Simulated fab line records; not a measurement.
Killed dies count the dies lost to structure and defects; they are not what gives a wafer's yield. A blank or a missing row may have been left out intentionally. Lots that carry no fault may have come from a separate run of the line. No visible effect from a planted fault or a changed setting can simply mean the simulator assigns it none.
Matching of chambers	flow n5-finfet	6 sister chambers for N5_PMOS_HMC_CHANNEL_EPI_HM_STRIP_35 on wet-bench-01
The step strips SiO2 in dHF, material SiO2, target depth 39.6 nm, time 216 s. 14 wafers are shown with their chamber, then 5 later ones without.

## WAFERS WITH THEIR CHAMBER
wafer	chamber	bath-heat-duty-pct (%)
L621.1	0	5.8
L621.3	1	5.3
L621.4	6	6.0
L623.4	1	6.1
L623.5	0	6.0
L623.6	2	6.2
L626.2	5	5.2
L626.4	6	6.2
L626.5	1	5.0
L630.3	4	6.1
L630.5	6	6.4
L630.6	5	5.0
L633.3	4	5.5
L633.4	1	5.7

SIGNATURES (averages over the wafers above)
reading	chamber 0	chamber 1	chamber 2	chamber 4	chamber 5	chamber 6	scatter within a chamber
bath-heat-duty-pct	5.900	5.525	6.200	5.800	5.100	6.200	0.351
Rule: a wafer's distance from a chamber is the root of the sum, over the readings, of the square of ((its reading less the chamber's mean) divided by the reading's scatter). If the next closest chamber is less than 2 further off than the closest, the wafer can't be placed; otherwise it belongs to the closest. The scatter is the square root of a quotient: the sum, over the shown wafers, of each reading's squared deviation from its chamber's mean, divided by wafers minus chambers.

## WAFERS WITH NO CHAMBER GIVEN
wafer	bath-heat-duty-pct (%)
L633.6	5.9
L634.4	5.9
L634.6	6.2
L642.1	5.1
L642.2	5.6

## EACH ONE'S CHAMBER
wafer	from the rows above	in truth
L633.6	can't be placed: 0 or 4 or 2 or 6 or 1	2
L634.4	can't be placed: 0 or 4 or 2 or 6 or 1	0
L634.6	can't be placed: 2 or 6 or 0 or 4 or 1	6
L642.1	can't be placed: 5 or 1 or 4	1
L642.2	can't be placed: 1 or 4 or 0 or 5 or 2 or 6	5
Correctly placed: 0 of 5. Unplaceable from these rows: 5, with the true chamber sitting among the candidates in 5. 0 placed wrongly.
